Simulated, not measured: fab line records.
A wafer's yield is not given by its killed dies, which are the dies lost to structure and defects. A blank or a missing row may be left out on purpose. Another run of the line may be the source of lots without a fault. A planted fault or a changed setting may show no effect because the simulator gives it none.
Matching of chambers || flow n5Finfet || rieDiel-06 running N5_BEOL_M1_VIA_ETCH_34: 4 sister chambers
The step etches the open film in C4F6/O2, target depth 67.8 nm, time 64.4 s. 4 wafers are shown with their chamber, then 7 later ones without.

WAFERS WITH THEIR CHAMBER
{"wafer": "L090.3", "chamber": 1, "throttleValvePct (%)": 30.71}
{"wafer": "L090.6", "chamber": 3, "throttleValvePct (%)": 30.98}
{"wafer": "L091.1", "chamber": 2, "throttleValvePct (%)": 30.57}
{"wafer": "L091.2", "chamber": 0, "throttleValvePct (%)": 30.24}

WAFERS MISSING THEIR CHAMBER
{"wafer": "L091.3", "throttleValvePct (%)": 30.70}
{"wafer": "L087.1", "throttleValvePct (%)": 30.24}
{"wafer": "L087.2", "throttleValvePct (%)": 30.99}
{"wafer": "L087.3", "throttleValvePct (%)": 30.70}
{"wafer": "L093.2", "throttleValvePct (%)": 30.24}
{"wafer": "L093.3", "throttleValvePct (%)": 31.00}
{"wafer": "L093.6", "throttleValvePct (%)": 30.72}

THE CHAMBER EACH PASSED THROUGH
{"wafer": "L091.3", "from the rows above": 1, "in truth": 1}
{"wafer": "L087.1", "from the rows above": 0, "in truth": 0}
{"wafer": "L087.2", "from the rows above": 3, "in truth": 3}
{"wafer": "L087.3", "from the rows above": 1, "in truth": 1}
{"wafer": "L093.2", "from the rows above": 0, "in truth": 0}
{"wafer": "L093.3", "from the rows above": 3, "in truth": 3}
{"wafer": "L093.6", "from the rows above": 1, "in truth": 1}
Placed correctly: 7 of 7. Left unplaced by these rows: 0. Number placed wrongly: 0.
How it was worked out, from the rows above alone: a wafer's distance from a chamber is the root of the sum, over the readings, of the square of ((its reading less the chamber's mean) divided by the reading's scatter). If the next closest chamber is less than 2 further off than the closest, the wafer can't be placed; otherwise it belongs to the closest. The mean given for a chamber averages the wafers shown for that chamber. The scatter (one wafer shown for each chamber): square how far every hidden wafer sits from the nearest shown wafer, average those squares and take the square root.
